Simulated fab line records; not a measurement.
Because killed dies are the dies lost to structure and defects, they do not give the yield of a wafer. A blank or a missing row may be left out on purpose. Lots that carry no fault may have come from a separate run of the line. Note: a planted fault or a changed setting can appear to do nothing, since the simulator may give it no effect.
Chamber matching | flow nand-harc | 4 sister chambers for NHARC_A_STAIRCASE_ETCH_292 on rie-diel-13
The step etches the open film in CF4/CHF3. 16 wafers are shown with their chamber, then 7 later ones without.

## WAFERS PAIRED WITH THEIR CHAMBERS
wafer  | chamber | showerhead-plenum-p-Torr (Torr) | rf-vpp-V (V) | oes-product-au (a.u.)
L074.1 | 3       | 1.70                            | 374.7        | 0.931
L074.4 | 2       | 1.63                            | 372.0        | 0.917
L074.6 | 3       | 1.70                            | 374.9        | 0.925
L076.2 | 2       | 1.63                            | 373.2        | 0.959
L076.5 | 2       | 1.63                            | 371.9        | 0.978
L076.6 | 1       | 1.63                            | 373.6        | 0.980
L078.1 | 0       | 1.63                            | 370.5        | 0.955
L078.3 | 3       | 1.69                            | 374.3        | 0.971
L078.6 | 2       | 1.63                            | 372.4        | 0.975
L084.1 | 2       | 1.62                            | 373.3        | 0.924
L084.3 | 0       | 1.62                            | 371.9        | 0.930
L084.5 | 2       | 1.62                            | 372.8        | 0.923
L090.2 | 3       | 1.69                            | 375.4        | 0.924
L090.5 | 2       | 1.62                            | 372.0        | 0.913
L090.6 | 3       | 1.68                            | 373.3        | 0.909
L091.2 | 2       | 1.62                            | 371.8        | 0.921

SIGNATURES (averages over the wafers above)
reading                  | chamber 0 | chamber 1 | chamber 2 | chamber 3 | scatter within a chamber
showerhead-plenum-p-Torr | 1.6250    | 1.6300    | 1.6250    | 1.6920    | 0.00665
rf-vpp-V                 | 371.200   | 373.600   | 372.425   | 374.520   | 0.707
oes-product-au           | 0.94250   | 0.98000   | 0.93875   | 0.93200   | 0.0253
Rule: for each reading, subtract the chamber's mean from the wafer's reading, divide by that reading's scatter and square the result; add these up over the readings and take the root, which gives the wafer's distance from the chamber. If the next closest chamber is less than 2 further off than the closest, the wafer can't be placed; otherwise it belongs to the closest. The scatter: the root of (the sum of the squares of (reading less its chamber's mean) over the shown wafers, divided by (wafers less chambers)).

## WAFERS WITHOUT THEIR CHAMBER
wafer  | showerhead-plenum-p-Torr (Torr) | rf-vpp-V (V) | oes-product-au (a.u.)
L091.4 | 1.69                            | 374.3        | 0.916
L091.5 | 1.68                            | 375.4        | 0.921
L094.2 | 1.61                            | 372.0        | 0.960
L094.4 | 1.68                            | 374.5        | 0.931
L094.5 | 1.68                            | 374.5        | 0.933
L095.1 | 1.61                            | 372.8        | 1.010
L095.2 | 1.61                            | 372.3        | 0.938

## CHAMBER TAKEN BY EACH
wafer  | from the rows above          | in truth
L091.4 | 3                            | 3
L091.5 | 3                            | 3
L094.2 | can't be placed: 2 or 0 or 1 | 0
L094.4 | 3                            | 3
L094.5 | 3                            | 3
L095.1 | can't be placed: 1 or 2 or 0 | 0
L095.2 | can't be placed: 2 or 0 or 1 | 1
Correct placement for 4 of the 7. These rows do not allow placing 3 (true chamber among the candidates in 3). Wrongly placed: 0.
